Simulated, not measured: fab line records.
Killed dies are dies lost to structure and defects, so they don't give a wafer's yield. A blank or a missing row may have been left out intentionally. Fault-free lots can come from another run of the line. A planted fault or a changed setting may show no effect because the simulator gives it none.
Matching of chambers + flow n5 finfet + 4 sister chambers for N5_STI_FIN_REVEAL_ALD_14 on ald sin-04
The step deposits Si3N4, target thk 3 nm. 4 wafers are shown with their chamber, then 11 later ones without.

WAFERS WITH THEIR CHAMBER
| wafer  | chamber | heater power w (W) |
|--------|---------|--------------------|
| L079.3 | 3       | 913                |
| L086.1 | 0       | 864                |
| L086.2 | 1       | 764                |
| L087.1 | 2       | 895                |

WAFERS WITHOUT THEIR CHAMBER
| wafer  | heater power w (W) |
|--------|--------------------|
| L087.4 | 772                |
| L087.5 | 758                |
| L089.3 | 876                |
| L089.4 | 798                |
| L089.6 | 883                |
| L091.2 | 883                |
| L091.4 | 789                |
| L091.5 | 926                |
| L097.2 | 905                |
| L097.3 | 896                |
| L097.5 | 788                |

THE CHAMBER EACH PASSED THROUGH
| wafer  | from the rows above          | in truth |
|--------|------------------------------|----------|
| L087.4 | 1                            | 1        |
| L087.5 | 1                            | 1        |
| L089.3 | can't be placed: 0 or 2 or 3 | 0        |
| L089.4 | can't be placed: 1 or 0      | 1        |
| L089.6 | can't be placed: 2 or 0 or 3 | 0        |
| L091.2 | can't be placed: 2 or 0 or 3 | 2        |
| L091.4 | 1                            | 1        |
| L091.5 | can't be placed: 3 or 2      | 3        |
| L097.2 | can't be placed: 3 or 2 or 0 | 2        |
| L097.3 | can't be placed: 2 or 3 or 0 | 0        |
| L097.5 | 1                            | 1        |
Correct placement for 4 of the 11. Not placeable from these rows: 7 (in 7, the candidates include the true chamber). Wrongly placed: 0.
How it was worked out, from the rows above alone: a wafer's distance from a chamber is the root of the sum, over the readings, of the square of ((its reading less the chamber's mean) divided by the reading's scatter). The wafer belongs to the nearest chamber; if the next one is less than 2 further off, it can't be placed. Each chamber's mean is taken over the wafers shown for it. The scatter (one wafer shown for each chamber): square how far every hidden wafer sits from the nearest shown wafer, average those squares and take the square root.
